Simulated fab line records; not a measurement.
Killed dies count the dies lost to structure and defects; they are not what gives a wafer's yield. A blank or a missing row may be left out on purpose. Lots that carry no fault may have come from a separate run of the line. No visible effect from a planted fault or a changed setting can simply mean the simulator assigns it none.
Chamber matching || flow n5-finfet || cmp-04 running N5_ILD0_CMP_12: 4 sister chambers
The step polishes SiNx, stops on poly-Si, t overpolish 6 s, target thk 17.67 nm. 4 wafers are shown with their chamber, then 7 later ones without.

== EACH WAFER AND ITS CHAMBER ==
{"wafer": "L086.1", "chamber": 0, "motor-current-A (A)": 7.3}
{"wafer": "L086.3", "chamber": 3, "motor-current-A (A)": 9.5}
{"wafer": "L093.3", "chamber": 1, "motor-current-A (A)": 10.1}
{"wafer": "L093.5", "chamber": 2, "motor-current-A (A)": 9.4}

== WAFERS WITHOUT THEIR CHAMBER ==
{"wafer": "L093.6", "motor-current-A (A)": 9.3}
{"wafer": "L095.2", "motor-current-A (A)": 8.9}
{"wafer": "L095.5", "motor-current-A (A)": 9.1}
{"wafer": "L095.6", "motor-current-A (A)": 9.4}
{"wafer": "L096.4", "motor-current-A (A)": 10.8}
{"wafer": "L096.5", "motor-current-A (A)": 9.5}
{"wafer": "L096.6", "motor-current-A (A)": 7.2}

== THE CHAMBER EACH PASSED THROUGH ==
{"wafer": "L093.6", "from the rows above": "can't be placed: 2 or 3", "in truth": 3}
{"wafer": "L095.2", "from the rows above": "can't be placed: 2 or 3", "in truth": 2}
{"wafer": "L095.5", "from the rows above": "can't be placed: 2 or 3", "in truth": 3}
{"wafer": "L095.6", "from the rows above": "can't be placed: 2 or 3", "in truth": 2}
{"wafer": "L096.4", "from the rows above": "can't be placed: 1 or 3", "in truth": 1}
{"wafer": "L096.5", "from the rows above": "can't be placed: 3 or 2 or 1", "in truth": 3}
{"wafer": "L096.6", "from the rows above": 0, "in truth": 0}
Correct placement for 1 of the 7. Can't be placed from these rows: 6 (the true chamber is among the candidates in 6). Wrongly placed: 0.
How it was worked out, from the rows above alone: a wafer's distance from a chamber is the root of the sum, over the readings, of the square of ((its reading less the chamber's mean) divided by the reading's scatter). The wafer belongs to the nearest chamber; if the next one is less than 2 further off, it can't be placed. The mean given for a chamber averages the wafers shown for that chamber. The scatter: root of mean squared gap, hidden wafer to nearest shown wafer, with one shown wafer a chamber.
